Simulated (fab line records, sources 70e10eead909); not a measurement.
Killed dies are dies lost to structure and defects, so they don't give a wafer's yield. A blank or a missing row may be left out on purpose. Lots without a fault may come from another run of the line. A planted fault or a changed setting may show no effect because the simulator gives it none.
Chamber matching | flow nand_harc | NHARC_P_BONDPAD_DESCUM_11 on rie_diel-07: 4 sister chambers
The step chemistry O2, time 3 s. 33 wafers are shown with their chamber, then 12 later ones without.

WAFERS WITH THEIR CHAMBER
wafer  | chamber | showerhead_plenum_p_Torr (Torr) | drypump_motor_current_A (A) | oes_product_au (a.u.)
L074.2 | 0       | 1.88                            | 5.8                         | 1.005
L074.5 | 1       | 1.78                            | 5.8                         | 1.002
L074.6 | 2       | 1.86                            | 6.1                         | 1.002
L077.1 | 3       | 1.87                            | 6.2                         | 0.994
L077.2 | 2       | 1.86                            | 6.1                         | 0.995
L077.3 | 1       | 1.78                            | 5.8                         | 1.001
L076.1 | 3       | 1.87                            | 6.2                         | 0.998
L076.2 | 0       | 1.88                            | 5.8                         | 1.004
L076.4 | 2       | 1.86                            | 6.2                         | 0.998
L078.2 | 2       | 1.86                            | 6.1                         | 1.008
L078.4 | 3       | 1.87                            | 6.3                         | 1.012
L078.6 | 0       | 1.88                            | 5.8                         | 1.007
L080.1 | 2       | 1.85                            | 6.1                         | 1.012
L080.2 | 1       | 1.78                            | 5.8                         | 1.006
L080.4 | 3       | 1.87                            | 6.2                         | 1.008
L081.3 | 0       | 1.87                            | 5.8                         | 1.003
L081.4 | 3       | 1.87                            | 6.3                         | 1.017
L081.6 | 1       | 1.78                            | 5.8                         | 1.002
L083.4 | 0       | 1.87                            | 5.8                         | 0.988
L083.5 | 0       | 1.87                            | 5.8                         | 0.995
L083.6 | 3       | 1.87                            | 6.3                         | 1.012
L084.2 | 1       | 1.78                            | 5.8                         | 1.002
L084.3 | 2       | 1.85                            | 6.1                         | 1.002
L084.5 | 3       | 1.87                            | 6.3                         | 0.996
L086.2 | 3       | 1.87                            | 6.3                         | 1.009
L086.3 | 0       | 1.87                            | 5.8                         | 1.005
L086.5 | 1       | 1.78                            | 5.8                         | 1.003
L085.4 | 0       | 1.87                            | 5.8                         | 1.003
L085.5 | 3       | 1.87                            | 6.3                         | 1.014
L085.6 | 2       | 1.85                            | 6.2                         | 0.999
L087.3 | 3       | 1.87                            | 6.3                         | 1.025
L087.4 | 1       | 1.78                            | 5.8                         | 1.002
L087.5 | 2       | 1.85                            | 6.2                         | 1.008

SIGNATURES (means of the wafers above)
reading                  | chamber 0 | chamber 1 | chamber 2 | chamber 3 | scatter within a chamber
showerhead_plenum_p_Torr | 1.8738    | 1.7800    | 1.8550    | 1.8700    | 0.00366
drypump_motor_current_A  | 5.800     | 5.800     | 6.138     | 6.270     | 0.037
oes_product_au           | 1.00125   | 1.00257   | 1.00300   | 1.00850   | 0.007
Rule: a wafer's distance from a chamber is the root of the sum, over the readings, of the square of ((its reading less the chamber's mean) divided by the reading's scatter). The wafer belongs to the nearest chamber; if the next one is less than 2 further off, it can't be placed. The scatter: the root of (the sum of the squares of (reading less its chamber's mean) over the shown wafers, divided by (wafers less chambers)).

WAFERS WITHOUT THEIR CHAMBER
wafer  | showerhead_plenum_p_Torr (Torr) | drypump_motor_current_A (A) | oes_product_au (a.u.)
L093.1 | 1.78                            | 5.7                         | 1.015
L093.3 | 1.85                            | 6.2                         | 0.995
L093.5 | 1.87                            | 5.8                         | 1.016
L095.1 | 1.87                            | 5.8                         | 1.003
L095.2 | 1.78                            | 5.8                         | 1.016
L095.5 | 1.87                            | 5.8                         | 1.005
L096.1 | 1.86                            | 6.3                         | 0.986
L096.2 | 1.78                            | 5.8                         | 1.015
L096.3 | 1.85                            | 6.1                         | 1.005
L097.2 | 1.85                            | 6.2                         | 1.018
L097.3 | 1.87                            | 5.8                         | 1.025
L097.6 | 1.85                            | 6.1                         | 1.004

WHICH CHAMBER EACH WENT THROUGH
wafer  | from the rows above     | in truth
L093.1 | 1                       | 1
L093.3 | 2                       | 2
L093.5 | 0                       | 0
L095.1 | 0                       | 0
L095.2 | 1                       | 1
L095.5 | 0                       | 0
L096.1 | can't be placed: 3 or 2 | 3
L096.2 | 1                       | 1
L096.3 | 2                       | 2
L097.2 | 2                       | 2
L097.3 | 0                       | 0
L097.6 | 2                       | 2
Placed correctly: 11 of 12. Can't be placed from these rows: 1 (the true chamber is among the candidates in 1). Placed wrongly: 0.
